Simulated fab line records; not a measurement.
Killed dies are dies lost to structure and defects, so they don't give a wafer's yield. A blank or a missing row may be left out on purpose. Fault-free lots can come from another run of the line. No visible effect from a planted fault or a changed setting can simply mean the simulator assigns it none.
Matching of chambers :: flow n5Finfet :: 4 sister chambers for N5_HKMG_FIN_HK_ALD_01 on aldHk-02
The step deposits HfO2, target thk 1.6 nm, pulse time 3 s, purge time 3 s. 8 wafers are shown with their chamber, then 8 later ones without.

## WAFERS PAIRED WITH THEIR CHAMBERS
wafer: L082.5
chamber: 2
precursorPulseHeightRel: 1.034

wafer: L083.3
chamber: 1
precursorPulseHeightRel: 1.023

wafer: L083.4
chamber: 0
precursorPulseHeightRel: 1.008

wafer: L083.6
chamber: 2
precursorPulseHeightRel: 1.023

wafer: L084.1
chamber: 0
precursorPulseHeightRel: 1.026

wafer: L084.4
chamber: 3
precursorPulseHeightRel: 0.971

wafer: L084.6
chamber: 3
precursorPulseHeightRel: 1.014

wafer: L085.2
chamber: 1
precursorPulseHeightRel: 0.967

## WAFERS MISSING THEIR CHAMBER
wafer: L085.3
precursorPulseHeightRel: 1.004

wafer: L085.4
precursorPulseHeightRel: 1.007

wafer: L087.1
precursorPulseHeightRel: 1.023

wafer: L087.4
precursorPulseHeightRel: 0.999

wafer: L087.5
precursorPulseHeightRel: 0.991

wafer: L092.1
precursorPulseHeightRel: 0.974

wafer: L092.2
precursorPulseHeightRel: 1.017

wafer: L092.5
precursorPulseHeightRel: 0.973

## CHAMBER TAKEN BY EACH
wafer: L085.3
from the rows above: can't be placed: 1 or 3 or 0 or 2
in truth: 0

wafer: L085.4
from the rows above: can't be placed: 0 or 1 or 3 or 2
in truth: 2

wafer: L087.1
from the rows above: can't be placed: 2 or 0 or 1 or 3
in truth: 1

wafer: L087.4
from the rows above: can't be placed: 1 or 3 or 0 or 2
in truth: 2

wafer: L087.5
from the rows above: can't be placed: 3 or 1 or 0 or 2
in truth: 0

wafer: L092.1
from the rows above: can't be placed: 3 or 1 or 0 or 2
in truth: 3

wafer: L092.2
from the rows above: can't be placed: 0 or 2 or 1 or 3
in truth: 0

wafer: L092.5
from the rows above: can't be placed: 3 or 1 or 0 or 2
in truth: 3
Placed correctly: 0 of 8. Cannot be placed on the basis of these rows: 8; the candidates contain the true chamber in 8. Wrongly placed: 0.
How it was worked out, from the rows above alone: a wafer's distance from a chamber is the root of the sum, over the readings, of the square of ((its reading less the chamber's mean) divided by the reading's scatter). The wafer belongs to the nearest chamber; if the next one is less than 2 further off, it can't be placed. The mean given for a chamber averages the wafers shown for that chamber. How the scatter is found: for the shown wafers, subtract from each reading the mean of its chamber, square and add these, divide the total by (wafers less chambers), then take the root.
